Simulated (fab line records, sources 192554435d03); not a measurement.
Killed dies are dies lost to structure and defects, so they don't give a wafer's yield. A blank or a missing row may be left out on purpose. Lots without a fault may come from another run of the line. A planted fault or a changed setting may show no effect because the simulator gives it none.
fab line records | flow n5_finfet
record lots=5 wafers=13 last_day=19
route steps=1938 shown MOL_CONTACT_COAG@596 BEOL_M0_SAQP@632 BEOL_M4@1111 PASSIVATION@1936
lots that met no fault: from a run of the same line without faults
start_h: hours from the record's first day to the start of the lot's first wafer shown | wait_h: hours since the lot's step before | " the same as in the row above | L1.1+2: a row that stands for several wafers | - no value, or no start given | * or withheld: withheld | < > ~ a bound
route shown NAME@n: a module of which the file shows steps, and the number in the route of the first | usual: mean/standard deviation of fault-free wafers | same: alike in all rows | chamber/n: place in a boat | sites: the reading at each site | _std_site: their standard deviation | _edge_site: outer sites' mean less inner sites' | radius_mm: how far each site lies from the wafer's centre | mask NAME#n: copy n | behind: the tool/chamber that last shaped the wafer | hold: why the lot was held/for how many hours/how that ended | device: the transistor (n, p or np) that didn't switch | end of line: the same wafers' tests at the end of the route | a step without rows: its recipe alone | killed: dies lost to structure and defects at the first sort, not the wafer's yield | map: a wafer's dies, x killed, . not, _ none there
set.NAME: the setting as run; set.NAME@STEP: as run at that earlier step | model.NAME: the simulator's own value behind a step, which no gauge read
lots at some steps of the route; a table a step, a row a wafer
services: from which hour (start_h, from the record's first day; less than 0 if before it) a tool's chamber was out of use, for how many hours, and why
## steps
# step N5_MOL_CONTACT_COAG_COAT_34
# recipe resist=CAR-EUV spin_rpm=1500 resist_thk_nm=40
# step N5_MOL_CONTACT_COAG_EBR_36
# recipe solvent=PGMEA ebr_width_mm=1.5
# step N5_MOL_CONTACT_COAG_SOFTBAKE_35
# recipe temp_c=110 time_s=60 resist=CAR-EUV
# step N5_MOL_CONTACT_COAG_EXPOSE_37
# recipe mask_id=VD na=0.33 source_shape=annular sigma_inner=0.3 sigma_outer=0.7 polarization=unpolarized defocus_nm=0 dose_mj=62
# step N5_MOL_CONTACT_COAG_PEB_38
# recipe peb_temp_c=100 peb_time_s=60 resist=CAR-EUV
# step N5_MOL_CONTACT_COAG_DEVELOP_39
# recipe develop_time_s=30 developer=TMAH resist=CAR-EUV rinse_liquid=surfactant_rinse dry=air_spin dev_temp_c=23
# step N5_MOL_CONTACT_COAG_DESCUM_45
# recipe chemistry=O2 time_s=7 source_power_w=50 bias_power_w=20 pressure_mtorr=20 rf_frequency_hz=2.712e+07 temp_c=40 resist=CAR-EUV o2_flow_sccm=225
# step N5_MOL_CONTACT_COAG_ETCH_65
# recipe chemistry=N2/H2 target=underlayer target_depth_a=130 mask_material=CAR-EUV time_s=10.4 ion_energy_ev=200 pressure_mtorr=30 source_w=840 bias_w=150 n2_flow_sccm=200 h2_flow_sccm=200 ends=cleared
# step N5_MOL_CONTACT_COAG_ETCH_66
# recipe chemistry=CF4 target=SiARC target_depth_a=130 mask_material=CAR-EUV time_s=21.7 ion_energy_ev=80 pressure_mtorr=40 source_w=545 bias_w=36 Ar_flow_sccm=100 cf4_flow_sccm=100 ends=cleared
# step N5_MOL_CONTACT_COAG_ALD_133
# recipe material=SiO2 target_thk_a=50 temp_c=100 ald_precursor_family=BDEAS ald_co_reactant=O2-plasma pulse_time_s=1 co_reactant_pulse_time_s=1 purge_time_s=2 co_reactant_purge_time_s=2 ald_cycles=35 pressure_torr=2
# usual ald_cycles=35/0 heater_power_w=77/8.6 precursor_pulse_height_rel=0.999/0.023
# same co_reactant_pulse_time_s=1
# columns lot.wafer tool chamber start_h wait_h ald_cycles heater_power_w precursor_pulse_height_rel model.SiO2_of_MOL_CONTACT_COAG_ALD_133.thk_nm
L511.1 ald_sin-04 0 105.52 0.1 35 61 1.013 5
L511.3 " 1 " " 35 69 0.998 5
L511.5 " 1 " " 35 70 1.029 5
L520.1 ald_sin-04 3 158.32 0.1 55 74 0.950 7.8
L520.3 " 2 " " 35 88 0.981 5
L520.5 " 2 " " 35 86 0.985 5
L521.3 ald_sin-04 0 171.19 0.1 35 61 1.023 5
L521.6 " 1 " " 55 68 0.962 7.8
L523.3 ald_sin-04 3 179.31 1.0 35 73 0.989 5
L523.6 " 0 " " 55 60 1.000 7.8
L533.1 ald_sin-03 1 237.79 0.1 35 83 0.964 5
L533.4 " 2 " " 35 67 1.005 5
L533.6 " 3 " " 35 85 0.955 5
# step N5_MOL_CONTACT_COAG_ETCHBACK_134
# recipe chemistry=CHF3 target=SiO2 target_depth_a=100 time_s=6.7 ion_energy_ev=200 pressure_mtorr=30 source_w=610 bias_w=170 Ar_flow_sccm=200 CHF3_flow_sccm=50
# step N5_MOL_CONTACT_COAG_ETCH_67
# recipe chemistry=N2/H2 target=SOC target_depth_a=600 overetch_a=210 mask_material=SiARC temp_c=40 time_s=101.2 ion_energy_ev=200 pressure_mtorr=30 source_w=840 bias_w=150 n2_flow_sccm=200 h2_flow_sccm=200
# step N5_MOL_CONTACT_COAG_STRIP_68
# recipe chemistry=N2/H2 temp_c=40 n2_flow_sccm=200 h2_flow_sccm=200 rf_frequency_hz=6e+07
# step N5_MOL_CONTACT_COAG_STRIP_69
# recipe chemistry=N2/H2 temp_c=40 n2_flow_sccm=200 h2_flow_sccm=200 rf_frequency_hz=6e+07
# step N5_MOL_CONTACT_COAG_ETCHBACK_136
# recipe chemistry=CHF3 target=SiO2 target_depth_a=250 time_s=16.7 ion_energy_ev=200 pressure_mtorr=30 source_w=610 bias_w=170 Ar_flow_sccm=200 CHF3_flow_sccm=50
# step N5_MOL_CONTACT_COAG_STRIP_120
# recipe chemistry=CHF3 resist=SiARC rf_frequency_hz=6e+07
# step N5_MOL_CONTACT_COAG_VIA_ETCH_117
# recipe chemistry=C4F6/O2 target_depth_a=400 overetch_a=80 mask_material=SOC target=SiO2 bias_w=455 pressure_mtorr=10 time_s=26 source_w=325 Ar_flow_sccm=300 C4F6_flow_sccm=10 O2_flow_sccm=10 ion_energy_ev=575.3 ends=end_point
# step N5_MOL_CONTACT_COAG_ETCH_124
# recipe chemistry=CH3F/O2 target=SiNx target_depth_a=65 mask_material=SOC stop_on=SiOC over_etch_frac=0.3 ion_energy_ev=120 pressure_mtorr=30 source_w=395 bias_w=73 Ar_flow_sccm=150 CH3F_flow_sccm=30 O2_flow_sccm=20 ends=end_point
# step N5_MOL_CONTACT_COAG_ETCH_48
# recipe chemistry=C4F6/O2 target_depth_a=150 overetch_a=45 mask_material=SOC target=SiOC bias_w=465 pressure_mtorr=10 time_s=17 source_w=335 Ar_flow_sccm=300 C4F6_flow_sccm=10 O2_flow_sccm=10 ion_energy_ev=576
# step N5_MOL_CONTACT_COAG_STRIP_72
# recipe chemistry=N2/H2 power_w=450 temp_c=40 pressure_mtorr=20 rf_frequency_hz=6e+07 overash_fraction=3 bias_power_w=7 h2_frac=0.5 n2_flow_sccm=200 h2_flow_sccm=200
# step N5_MOL_CONTACT_COAG_STRIP_49
# recipe chemistry=N2/H2 time_s=30 power_w=1000 temp_c=250 pressure_mtorr=withheld n2_flow_sccm=1750 h2_flow_sccm=3250
# step N5_MOL_CONTACT_COAG_PRECLEAN_138
# recipe chemistry=alkaline_clean temp_c=60 time_s=60 do_ppb=50
# step N5_MOL_CONTACT_COAG_SRD_139
# recipe dry=ipa_marangoni time_s=30 temp_c=23 rinse_liquid=diw
# step N5_MOL_CONTACT_COAG_PRE_CLEAN_121
# recipe gas=H2/He time_s=* temp_c=withheld
# step N5_MOL_CONTACT_COAG_CVD_140
# recipe material=W target_thk_a=665 mode=selective_fill temp_c=300 time_s=215
# step N5_MOL_CONTACT_COAG_PRECLEAN_127
# recipe chemistry=DIW time_s=57.5 temp_c=23
# step N5_MOL_CONTACT_COAG_SRD_128
# recipe dry_time_s=32 dry=n2_spin spin_rpm=1500
# step N5_MOL_CONTACT_COAG_CMP_52
# recipe stop_on=SiO2 t_overpolish_s=1.5 post_cmp_clean=w_dilute_nh4oh down_force_psi=4 platen_rpm=50.289 pad_velocity_m_s=1.0006 target_thk_nm=66.5
# step N5_MOL_CONTACT_COAG_ANNEAL_112
# recipe temp_c=400 time_s=1800 ambient=HPD2 pressure_atm=10
# step N5_BEOL_M0_SAQP_PECVD_00
# recipe material=SiCN target_thk_a=80 temp_c=withheld precursor=3MS/NH3 pressure_torr=3 rf_w=202 time_s=14
# step N5_BEOL_M0_SAQP_ILD_DEP_01
# recipe material=SiOC target_thk_a=454.19 temp_c=350 precursor=DEMS/O2 pressure_torr=5 rf_w=500 time_s=8.7
# step N5_BEOL_M0_SAQP_HM_DEP_02
# recipe material=TiN target_thk_a=120 temp_c=25 chamber_pressure_pa=0.49996
# step N5_BEOL_M0_SAQP_PECVD_03
# recipe material=SiCN target_thk_a=120 temp_c=withheld precursor=3MS/NH3 pressure_torr=3 rf_w=202 time_s=21.1
# step N5_BEOL_M0_SAQP_PECVD_96
# recipe material=a-Si target_thk_a=450 temp_c=350 precursor=SiH4/He pressure_torr=3 rf_w=100 time_s=45.2
# step N5_BEOL_M0_SAQP_PECVD_97
# recipe material=SiNx target_thk_a=230 temp_c=350 precursor=SiH4/NH3/N2 pressure_torr=1.5 rf_w=300 time_s=19.9
# step N5_BEOL_M4_RC_MEAS_101
# usual DIBL_N=36.4/1.4 DIBL_P=36.4/1.5 IOFF_N=0.156/0.022 IOFF_P=0.210/0.023 ION_N=675/9.1 ION_P=463/5.7 SS_N=71.6/0.45 SS_P=73.3/0.56 VT_N=250/3.1 VT_P=-250.3/2.3
# columns lot.wafer tool chamber start_h wait_h DIBL_N[mV/V] DIBL_P[mV/V] IOFF_N[nA/um] IOFF_P[nA/um] ION_N[uA/um] ION_P[uA/um] SS_N[mV/dec] SS_P[mV/dec] VT_N[mV] VT_P[mV]
L511.1 prober-01 0 202.15 0.0 34.8 36.3 0.141 0.185 678 460 71.9 72.6 253 -254.2
L511.3 " 0 " " 35.2 37.2 0.153 0.196 680 467 71.5 73.3 251 -251.4
L511.5 " 0 " " 35.5 36.8 0.151 0.196 666 458 72.1 73.1 250 -254.6
L520.3 prober-02 0 257.25 0.3 37.3 38.2 0.160 0.187 674 458 72.0 73.6 249 -254.2
L520.5 " 0 " " 37.7 37.1 0.151 0.172 664 449 72.8 73.3 252 -255.6
L521.3 prober-02 0 265.00 0.3 36.1 36.3 0.136 0.203 671 461 72.2 73.5 254 -250.2
L523.3 prober-01 0 275.32 0.3 38.9 35.3 0.159 0.225 675 468 71.3 73.1 249 -250.0
L533.1 prober-02 0 342.18 0.0 34.4 34.2 0.117 0.185 655 450 71.2 72.3 256 -249.0
L533.4 " 0 " " 34.6 35.9 0.135 0.201 662 464 71.7 73.5 251 -250.3
L533.6 " 0 " " 35.1 35.6 0.128 0.197 657 463 71.3 73.3 256 -251.1
# step N5_PASSIVATION_PROBE_49
# usual defect_limited_yield=91.5/1.3 killed_at_M0_to_M3=33/10 killed_at_M4_up=13/4 killed_at_contacts=12/6.3 killed_at_front_end=39/11 killed_at_other=3.4/2.6 killed_dies=100/15 killed_on_rim=13/4 killed_open=65/11 killed_short=34/7.8 sort_bin_5_function=5.0/0.89 sort_bin_6_memory=3.2/0.58 sort_n_pass=1080/15 sort_yield_pct=91.5/1.3
# same gross_dies=1180 killed_at_back_side=0 sort_bin_4_leakage[%]=0 sort_bin_8_speed[%]=0
# columns lot.wafer tool chamber start_h wait_h defect_limited_yield[%] killed_at_M0_to_M3 killed_at_M4_up killed_at_contacts killed_at_front_end killed_at_other killed_dies killed_on_rim killed_open killed_short sort_bin_5_function[%] sort_bin_6_memory[%] sort_n_pass sort_yield_pct[%]
L511.1 prober-01 - 308.45 0.0 90.8 37 20 7 43 1 108 16 87 21 6.0 3.0 1072 90.8
L511.3 prober-01 - 308.55 0.1 93.1 26 12 14 29 0 81 14 47 33 4.3 2.2 1099 93.1
L511.5 prober-01 - 308.65 0.2 92.5 30 8 6 43 2 89 15 54 29 4.3 2.6 1091 92.5
L520.1 prober-01 - 369.37 0.0 0 56 18 1068 37 1 1180 152 79 39 95.8 3.7 0 0
L521.3 prober-02 - 382.14 0.1 93.4 22 10 8 36 2 78 13 53 25 4.6 1.9 1102 93.4
L521.6 prober-02 - 382.29 0.3 0 71 15 1056 38 0 1180 152 84 65 94.9 4.5 0 0
L523.6 prober-01 - 389.39 0.3 0 28 12 1088 49 3 1180 152 66 28 96.0 3.6 0 0
# killed by level:class
L511.1 STI_FIN_REVEAL:geometric_particle:open=15 BEOL_M4:geometric_particle:open=14 BEOL_M1:geometric_particle:open=11 BEOL_M0_SAQP:geometric_particle:open=9 FIN_SAQP:geometric_particle:open=8 ILD0:geometric_particle:short=7 MOL_CONTACT_COAG:geometric_particle:open=7 BEOL_M2:geometric_particle:open=6
L511.3 BEOL_M0_SAQP:geometric_particle:open=11 MOL_CONTACT_COAG:geometric_particle:short=7 MOL_CONTACT_COAG:geometric_particle:open=7 FIN_SAQP:geometric_particle:open=6 BEOL_M0_SAQP:geometric_particle:short=6 GATE_CUT:geometric_particle:short=5 FIN_SAQP:geometric_particle:short=4 BEOL_M1:geometric_particle:open=4
L511.5 BEOL_M0_SAQP:geometric_particle:short=7 STARTING-WAFER:geometric_particle:open=6 STI_FIN_REVEAL:geometric_particle:open=5 ILD0:geometric_particle:open=5 MOL_CONTACT_COAG:geometric_particle:open=5 HKMG_FIN:area_etch=5 FIN_SAQP:geometric_particle:open=4 GATE_CUT:geometric_particle:open=4
L520.1 MOL_CONTACT_COAG:area_ald=1060 BEOL_M0_SAQP:geometric_particle:short=17 BEOL_M0_SAQP:geometric_particle:open=12 FIN_SAQP:geometric_particle:open=10 BEOL_M2:geometric_particle:open=8 BEOL_M4:geometric_particle:open=8 FIN_SAQP:geometric_particle:short=7 MOL_CONTACT_COAG:geometric_particle:open=7
L521.3 FIN_SAQP:geometric_particle:short=10 MOL_CONTACT_COAG:geometric_particle:open=8 BEOL_M1:geometric_particle:open=8 FIN_SAQP:geometric_particle:open=7 STI_FIN_REVEAL:geometric_particle:open=6 BEOL_M0_SAQP:geometric_particle:open=4 BEOL_M0_SAQP:geometric_particle:short=4 BEOL_M3:geometric_particle:open=4
L521.6 MOL_CONTACT_COAG:area_ald=1030 BEOL_M0_SAQP:geometric_particle:short=20 MOL_CONTACT_COAG:geometric_particle:open=19 FIN_SAQP:geometric_particle:short=12 BEOL_M0_SAQP:geometric_particle:open=11 BEOL_M2:geometric_particle:open=10 BEOL_M3:geometric_particle:open=10 BEOL_M1:geometric_particle:open=10
L523.6 MOL_CONTACT_COAG:area_ald=1085 STI_FIN_REVEAL:geometric_particle:open=18 BEOL_M1:geometric_particle:open=8 FIN_SAQP:geometric_particle:open=7 FIN_SAQP:geometric_particle:short=7 BEOL_M2:geometric_particle:open=5 BEOL_M0_SAQP:geometric_particle:short=4 GATE_CUT:geometric_particle:short=3
# map L520.1 (x killed, . not)
_________________xxxxxxxxxxxx________________
______________xxxxxxxxxxxxxxxxxx_____________
___________xxxxxxxxxxxxxxxxxxxxxxxx__________
__________xxxxxxxxxxxxxxxxxxxxxxxxxx_________
________xxxxxxxxxxxxxxxxxxxxxxxxxxxxxx_______
_______xxxxxxxxxxxxxxxxxxxxxxxxxxxxxxxx______
______xxxxxxxxxxxxxxxxxxxxxxxxxxxxxxxxxx_____
_____xxxxxxxxxxxxxxxxxxxxxxxxxxxxxxxxxxxx____
____xxxxxxxxxxxxxxxxxxxxxxxxxxxxxxxxxxxxxx___
___xxxxxxxxxxxxxxxxxxxxxxxxxxxxxxxxxxxxxxxx__
___xxxxxxxxxxxxxxxxxxxxxxxxxxxxxxxxxxxxxxxx__
__xxxxxxxxxxxxxxxxxxxxxxxxxxxxxxxxxxxxxxxxxx_
__xxxxxxxxxxxxxxxxxxxxxxxxxxxxxxxxxxxxxxxxxx_
_xxxxxxxxxxxxxxxxxxxxxxxxxxxxxxxxxxxxxxxxxxxx
_xxxxxxxxxxxxxxxxxxxxxxxxxxxxxxxxxxxxxxxxxxxx
_xxxxxxxxxxxxxxxxxxxxxxxxxxxxxxxxxxxxxxxxxxxx
_xxxxxxxxxxxxxxxxxxxxxxxxxxxxxxxxxxxxxxxxxxxx
_xxxxxxxxxxxxxxxxxxxxxxxxxxxxxxxxxxxxxxxxxxxx
_xxxxxxxxxxxxxxxxxxxxxxxxxxxxxxxxxxxxxxxxxxxx
_xxxxxxxxxxxxxxxxxxxxxxxxxxxxxxxxxxxxxxxxxxxx
_xxxxxxxxxxxxxxxxxxxxxxxxxxxxxxxxxxxxxxxxxxxx
__xxxxxxxxxxxxxxxxxxxxxxxxxxxxxxxxxxxxxxxxxx_
__xxxxxxxxxxxxxxxxxxxxxxxxxxxxxxxxxxxxxxxxxx_
___xxxxxxxxxxxxxxxxxxxxxxxxxxxxxxxxxxxxxxxx__
___xxxxxxxxxxxxxxxxxxxxxxxxxxxxxxxxxxxxxxxx__
____xxxxxxxxxxxxxxxxxxxxxxxxxxxxxxxxxxxxxx___
_____xxxxxxxxxxxxxxxxxxxxxxxxxxxxxxxxxxxx____
______xxxxxxxxxxxxxxxxxxxxxxxxxxxxxxxxxx_____
_______xxxxxxxxxxxxxxxxxxxxxxxxxxxxxxxx______
________xxxxxxxxxxxxxxxxxxxxxxxxxxxxxx_______
__________xxxxxxxxxxxxxxxxxxxxxxxxxx_________
___________xxxxxxxxxxxxxxxxxxxxxxxx__________
______________xxxxxxxxxxxxxxxxxx_____________
_________________xxxxxxxxxxxx________________
# map L521.6 (x killed, . not)
_________________xxxxxxxxxxxx________________
______________xxxxxxxxxxxxxxxxxx_____________
___________xxxxxxxxxxxxxxxxxxxxxxxx__________
__________xxxxxxxxxxxxxxxxxxxxxxxxxx_________
________xxxxxxxxxxxxxxxxxxxxxxxxxxxxxx_______
_______xxxxxxxxxxxxxxxxxxxxxxxxxxxxxxxx______
______xxxxxxxxxxxxxxxxxxxxxxxxxxxxxxxxxx_____
_____xxxxxxxxxxxxxxxxxxxxxxxxxxxxxxxxxxxx____
____xxxxxxxxxxxxxxxxxxxxxxxxxxxxxxxxxxxxxx___
___xxxxxxxxxxxxxxxxxxxxxxxxxxxxxxxxxxxxxxxx__
___xxxxxxxxxxxxxxxxxxxxxxxxxxxxxxxxxxxxxxxx__
__xxxxxxxxxxxxxxxxxxxxxxxxxxxxxxxxxxxxxxxxxx_
__xxxxxxxxxxxxxxxxxxxxxxxxxxxxxxxxxxxxxxxxxx_
_xxxxxxxxxxxxxxxxxxxxxxxxxxxxxxxxxxxxxxxxxxxx
_xxxxxxxxxxxxxxxxxxxxxxxxxxxxxxxxxxxxxxxxxxxx
_xxxxxxxxxxxxxxxxxxxxxxxxxxxxxxxxxxxxxxxxxxxx
_xxxxxxxxxxxxxxxxxxxxxxxxxxxxxxxxxxxxxxxxxxxx
_xxxxxxxxxxxxxxxxxxxxxxxxxxxxxxxxxxxxxxxxxxxx
_xxxxxxxxxxxxxxxxxxxxxxxxxxxxxxxxxxxxxxxxxxxx
_xxxxxxxxxxxxxxxxxxxxxxxxxxxxxxxxxxxxxxxxxxxx
_xxxxxxxxxxxxxxxxxxxxxxxxxxxxxxxxxxxxxxxxxxxx
__xxxxxxxxxxxxxxxxxxxxxxxxxxxxxxxxxxxxxxxxxx_
__xxxxxxxxxxxxxxxxxxxxxxxxxxxxxxxxxxxxxxxxxx_
___xxxxxxxxxxxxxxxxxxxxxxxxxxxxxxxxxxxxxxxx__
___xxxxxxxxxxxxxxxxxxxxxxxxxxxxxxxxxxxxxxxx__
____xxxxxxxxxxxxxxxxxxxxxxxxxxxxxxxxxxxxxx___
_____xxxxxxxxxxxxxxxxxxxxxxxxxxxxxxxxxxxx____
______xxxxxxxxxxxxxxxxxxxxxxxxxxxxxxxxxx_____
_______xxxxxxxxxxxxxxxxxxxxxxxxxxxxxxxx______
________xxxxxxxxxxxxxxxxxxxxxxxxxxxxxx_______
__________xxxxxxxxxxxxxxxxxxxxxxxxxx_________
___________xxxxxxxxxxxxxxxxxxxxxxxx__________
______________xxxxxxxxxxxxxxxxxx_____________
_________________xxxxxxxxxxxx________________
## services
# columns tool chamber start_h hours kind
ald_sin-04 - 87.09 14.0 pm
ald_sin-04 0 87.09 14.0 vent_cycle
ald_sin-04 1 87.09 14.0 vent_cycle
ald_sin-04 2 87.09 14.0 vent_cycle
ald_sin-04 3 87.09 14.0 vent_cycle
ald_sin-04 0 101.09 - clean
ald_sin-04 1 101.09 - clean
ald_sin-04 2 101.09 - clean
ald_sin-04 3 101.09 - clean
ald_sin-03 2 156.64 36.8 repair
ald_sin-04 2 205.60 7.8 repair
ald_sin-03 2 213.12 2.6 repair
## key
first_sign step=N5_MOL_CONTACT_COAG_ALD_133 reading=ald_cycles direction=up sigmas=99+ usual=* struck=*
effect step=N5_PASSIVATION_PROBE_49 reading=killed_at_contacts direction=up sigmas=99+ usual=12 struck=1071
model_effect step=N5_MOL_CONTACT_COAG_ALD_133 value=SiO2_of_MOL_CONTACT_COAG_ALD_133.thk_nm without=5 struck=7.8
more_kills_born_at N5_MOL_CONTACT_COAG_ALD_133@ald_sin-04=3175
met_at N5_MOL_CONTACT_COAG_ALD_133
struck_wafers L520.1,L521.6,L523.6
later_rows_left_out L520.1,L521.6,L523.6
onset_between 105.52 158.32
fault kind=process_parameter_drift tool=ald_sin-04 chamber=- onset_h=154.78 steps=N5_MOL_CONTACT_COAG_ALD_133 channel=ald_cycles offset=* shape=step end_h=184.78 scope=struck_wafers_only acts_in=* stated=*
# later_rows_left_out: the simulator's readings of these wafers behind a module that went badly wrong aren't trusted and aren't shown, but for the sort
